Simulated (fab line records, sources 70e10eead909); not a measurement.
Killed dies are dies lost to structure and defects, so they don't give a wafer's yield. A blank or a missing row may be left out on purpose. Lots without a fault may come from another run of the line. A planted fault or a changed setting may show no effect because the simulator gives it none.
Which tool did it? | flow nand_harc | 12 lots, 36 wafers sampled, at 5 steps of a route of 1302

WHAT THE GAUGES READ, wafer by wafer
NHARC_A_CHANNEL_HOLE_D1_CD_MEAS_18. Usual: cd_nm 99.4 nm, standard deviation 1.6.
lot  | measured     | on        | cd_nm (nm)       | flag
L987 | day 8 08:23  | cd_sem-03 | 99.8 100.4 97.7  |
L996 | day 12 06:27 | cd_sem-01 | 100.2 99.9 98.8  |
L997 | day 12 21:56 | cd_sem-03 | 100.0 100.7 99.2 |
L998 | day 12 23:58 | cd_sem-02 | 101.9 100.6 96.2 |
L999 | day 13 10:00 | cd_sem-01 | 97.9 100.7 101.6 |
L101 | day 14 18:26 | cd_sem-03 | 98.9 99.0 100.2  |
L103 | day 15 01:54 | cd_sem-03 | 97.5 98.6 96.8   |
L104 | day 15 14:05 | cd_sem-03 | 98.8 99.8 100.3  |
L105 | day 15 20:49 | cd_sem-02 | 99.1 98.5 99.8   |
L107 | day 16 23:25 | cd_sem-01 | 98.0 99.1 98.9   |
L108 | day 17 08:11 | cd_sem-03 | 99.8 100.0 99.4  |
L110 | day 18 01:28 | cd_sem-02 | 99.3 97.7 100.2  |

NHARC_END_SORT_01. Usual: killed_at_array 56, standard deviation 20; killed_at_other 1, standard deviation 1.3; killed_at_periphery 3.5, standard deviation 2.7; killed_dies 60, standard deviation 20; killed_open 3.3, standard deviation 1.6; killed_short 2.4, standard deviation 1.5.
lot  | measured     | on        | killed_at_array | killed_at_other | killed_at_periphery | killed_dies | killed_open | killed_short | flag
L996 | day 28 00:50 | prober-02 | 53 124 50       | 1 0 0           | 4 3 1               | 58 127 51   | 1 4 1       | 3 4 3        |
L997 | day 28 07:16 | prober-02 | 52 94 42        | 2 5 0           | 1 6 2               | 55 105 44   | 6 5 4       | 2 2 2        |
L998 | day 28 07:12 | prober-01 | 67 40 100       | 0 0 0           | 1 1 3               | 68 41 103   | 2 1 4       | 3 3 4        |

WHICH TOOL RAN EACH LOT (tool, then ch and the chambers of the sampled wafers, then the start)
lot  | NHARC_A_CHANNEL_HOLE_D1_ETCH_38    | NHARC_A_CHANNEL_HOLE_D1_ETCH_21  | NHARC_A_CHANNEL_HOLE_D1_ETCH_33
L987 | rie_diel-08 ch 0,1,3, day 8 07:21  | har_etch-01 ch 0,1, day 8 08:53  | har_etch-01 ch 0,1, day 8 12:26
L996 | rie_diel-08 ch 1,3, day 12 05:26   | har_etch-01 ch 0,1, day 12 07:05 | har_etch-01 ch 0,1, day 12 10:33
L997 | rie_diel-08 ch 0,2,3, day 12 20:55 | har_etch-01 ch 0,1, day 12 22:30 | har_etch-01 ch 0,1, day 13 02:00
L998 | rie_diel-08 ch 0,1,2, day 12 22:56 | har_etch-02 ch 0,1, day 13 00:32 | har_etch-02 ch 0,1, day 13 04:02
L999 | rie_diel-01 ch 1,2, day 13 06:10   | har_etch-02 ch 0,1, day 13 10:29 | har_etch-02 ch 0,1, day 13 14:03
L101 | rie_diel-09 ch 0,1,3, day 14 17:26 | har_etch-01 ch 0,1, day 14 19:01 | har_etch-01 ch 0,1, day 14 22:31
L103 | rie_diel-09 ch 0,2, day 15 00:43   | har_etch-02 ch 0,1, day 15 04:00 | har_etch-02 ch 0,1, day 15 07:34
L104 | rie_diel-01 ch 2,3, day 15 12:52   | har_etch-02 ch 0,1, day 15 14:35 | har_etch-02 ch 0,1, day 15 18:09
L105 | rie_diel-08 ch 0,1,3, day 15 19:47 | har_etch-01 ch 0,1, day 15 21:23 | har_etch-01 ch 0,1, day 16 00:55
L107 | rie_diel-08 ch 0,1,2, day 16 22:25 | har_etch-01 ch 0,1, day 17 06:06 | har_etch-01 ch 0,1, day 17 09:38
L108 | rie_diel-08 ch 1,3, day 17 07:10   | har_etch-01 ch 0,1, day 17 14:04 | har_etch-01 ch 0,1, day 17 17:39
L110 | rie_diel-08 ch 0,2,3, day 18 00:08 | har_etch-02 ch 0, day 18 01:57   | har_etch-02 ch 0, day 18 05:31
- NHARC_A_CHANNEL_HOLE_D1_ETCH_38: etches the open film in CF4, target depth 39 nm, time 65 s.
- NHARC_A_CHANNEL_HOLE_D1_ETCH_21: etches the open film in C4F8/O2/Ar, time 514.3 s, target depth 1600 nm.
- NHARC_A_CHANNEL_HOLE_D1_ETCH_33: etches the open film in C4F8/O2/Ar, time 90 s, target depth 400 nm.

WHAT THE TOOLS THEMSELVES READ (means of the sampled wafers that have a number; where no wafer has one, the mark that the record gives instead)
NHARC_A_CHANNEL_HOLE_D1_ETCH_38. Usual: drypump_motor_current_A 5.6 A, standard deviation 0.36; oes_product_au 1.001 a.u., standard deviation 0.0073; rf_vpp_V 151.0 V, standard deviation 1.4; run_length_s 86.4 s, standard deviation 0.49; showerhead_plenum_p_Torr 1.75 Torr, standard deviation 0.074; throttle_valve_pct 13.283 %, standard deviation 0.0086.
lot  | tool        | drypump_motor_current_A (A) | oes_product_au (a.u.) | rf_vpp_V (V) | run_length_s (s) | showerhead_plenum_p_Torr (Torr) | throttle_valve_pct (%) | flag
L987 | rie_diel-08 | 5.5                         | 1.002                 | 151.0        | 86.2             | 1.76                            | 13.290                 |
L996 | rie_diel-08 | 5.6                         | 1.008                 | 150.1        | 80.3             | 1.72                            | 13.281                 | OFF
L997 | rie_diel-08 | 5.5                         | 0.999                 | 150.9        | 80.7             | 1.78                            | 13.284                 | OFF
L998 | rie_diel-08 | 5.6                         | 1.004                 | 151.6        | 80.8             | 1.76                            | 13.287                 | OFF
L999 | rie_diel-01 | 5.4                         | 1.001                 | 150.8        | 86.2             | 1.77                            | 13.275                 |
L101 | rie_diel-09 | 5.3                         | 1.004                 | 151.6        | 86.2             | 1.81                            | 13.278                 |
L103 | rie_diel-09 | 5.5                         | 1.006                 | 150.2        | 85.5             | 1.73                            | 13.291                 |
L104 | rie_diel-01 | 5.9                         | 0.998                 | 151.6        | 86.8             | 1.77                            | 13.282                 |
L105 | rie_diel-08 | 5.5                         | 1.004                 | 151.2        | 86.1             | 1.76                            | 13.275                 |
L107 | rie_diel-08 | 5.6                         | 0.994                 | 151.4        | 86.4             | 1.75                            | 13.282                 |
L108 | rie_diel-08 | 5.8                         | 1.002                 | 150.2        | 86.2             | 1.70                            | 13.288                 |
L110 | rie_diel-08 | 5.5                         | 0.991                 | 151.6        | 86.4             | 1.77                            | 13.289                 |

NHARC_A_CHANNEL_HOLE_D1_ETCH_21. Usual: drypump_motor_current_A 6.0 A, standard deviation 0.41; he_backside_leak_sccm 6.1 sccm, standard deviation 0.5; showerhead_plenum_p_Torr 3.72 Torr, standard deviation 0.098; throttle_valve_pct 32.154 %, standard deviation 0.0088.
lot  | tool        | drypump_motor_current_A (A) | he_backside_leak_sccm (sccm) | showerhead_plenum_p_Torr (Torr) | throttle_valve_pct (%) | flag
L987 | har_etch-01 | 6.1                         | 6.2                          | 3.83                            | 32.145                 |
L996 | har_etch-01 | 6.1                         | 6.4                          | 3.80                            | 32.157                 |
L997 | har_etch-01 | 5.7                         | 5.9                          | 3.72                            | 32.153                 |
L998 | har_etch-02 | 6.0                         | 6.6                          | 3.65                            | 32.154                 |
L999 | har_etch-02 | 6.2                         | 6.1                          | 3.69                            | 32.151                 |
L101 | har_etch-01 | 5.7                         | 5.8                          | 3.71                            | 32.161                 |
L103 | har_etch-02 | 6.1                         | 6.4                          | 3.63                            | 32.171                 |
L104 | har_etch-02 | 6.0                         | 6.7                          | 3.62                            | 32.159                 |
L105 | har_etch-01 | 6.1                         | 6.3                          | 3.77                            | 32.162                 |
L107 | har_etch-01 | 5.7                         | 6.4                          | 3.69                            | 32.158                 |
L108 | har_etch-01 | 5.7                         | 6.2                          | 3.69                            | 32.152                 |
L110 | har_etch-02 | 5.8                         | 5.3                          | 3.93                            | 32.159                 |

NHARC_A_CHANNEL_HOLE_D1_ETCH_33. Usual: drypump_motor_current_A 6.0 A, standard deviation 0.41; he_backside_leak_sccm 6.2 sccm, standard deviation 0.76; run_length_s 121.80 s, standard deviation 0.29; showerhead_plenum_p_Torr 3.76 Torr, standard deviation 0.1; throttle_valve_pct 27.620 %, standard deviation 0.0093.
lot  | tool        | drypump_motor_current_A (A) | he_backside_leak_sccm (sccm) | run_length_s (s) | showerhead_plenum_p_Torr (Torr) | throttle_valve_pct (%) | flag
L987 | har_etch-01 | 6.1                         | 6.0                          | 121.99           | 3.87                            | 27.621                 |
L996 | har_etch-01 | 6.1                         | 6.1                          | 121.88           | 3.84                            | 27.617                 |
L997 | har_etch-01 | 5.7                         | 5.9                          | 121.82           | 3.77                            | 27.616                 |
L998 | har_etch-02 | 6.0                         | 6.3                          | 121.77           | 3.68                            | 27.625                 |
L999 | har_etch-02 | 6.2                         | 6.8                          | 121.56           | 3.73                            | 27.617                 |
L101 | har_etch-01 | 5.7                         | 6.0                          | 121.60           | 3.75                            | 27.627                 |
L103 | har_etch-02 | 6.0                         | 6.6                          | 121.70           | 3.66                            | 27.617                 |
L104 | har_etch-02 | 6.0                         | 6.5                          | 121.89           | 3.66                            | 27.614                 |
L105 | har_etch-01 | 6.1                         | 6.4                          | 122.04           | 3.81                            | 27.622                 |
L107 | har_etch-01 | 5.7                         | 6.4                          | 121.79           | 3.73                            | 27.627                 |
L108 | har_etch-01 | 5.7                         | 8.0                          | 122.00           | 3.72                            | 27.627                 |
L110 | har_etch-02 | 5.8                         | 5.0                          | 121.93           | 3.97                            | 27.626                 |

THE ANSWER, worked out from the rows above alone
Rule: a lot is off if the mean of its wafers that have a number lies more than 3 standard deviations from the usual mean. A lot without any number at a reading at which 4 lots or more have one is off too. The other lots that the step has rows for count as sound. The gauges are gone through in route order, then the tools' own readings, and for those a lot's mean is taken as printed above. The first step at which some lot is off is used, and at that step the reading that is off furthest; a lot without a number counts as furthest.
Off: L996, L997, L998, at NHARC_A_CHANNEL_HOLE_D1_ETCH_38 (run_length_s).
A tool fits if, at that step or a process step before it, it ran every lot that is off, and no sound lot after the first of them. None of those tried fits.

WHAT THE SIMULATOR HAD PUT IN
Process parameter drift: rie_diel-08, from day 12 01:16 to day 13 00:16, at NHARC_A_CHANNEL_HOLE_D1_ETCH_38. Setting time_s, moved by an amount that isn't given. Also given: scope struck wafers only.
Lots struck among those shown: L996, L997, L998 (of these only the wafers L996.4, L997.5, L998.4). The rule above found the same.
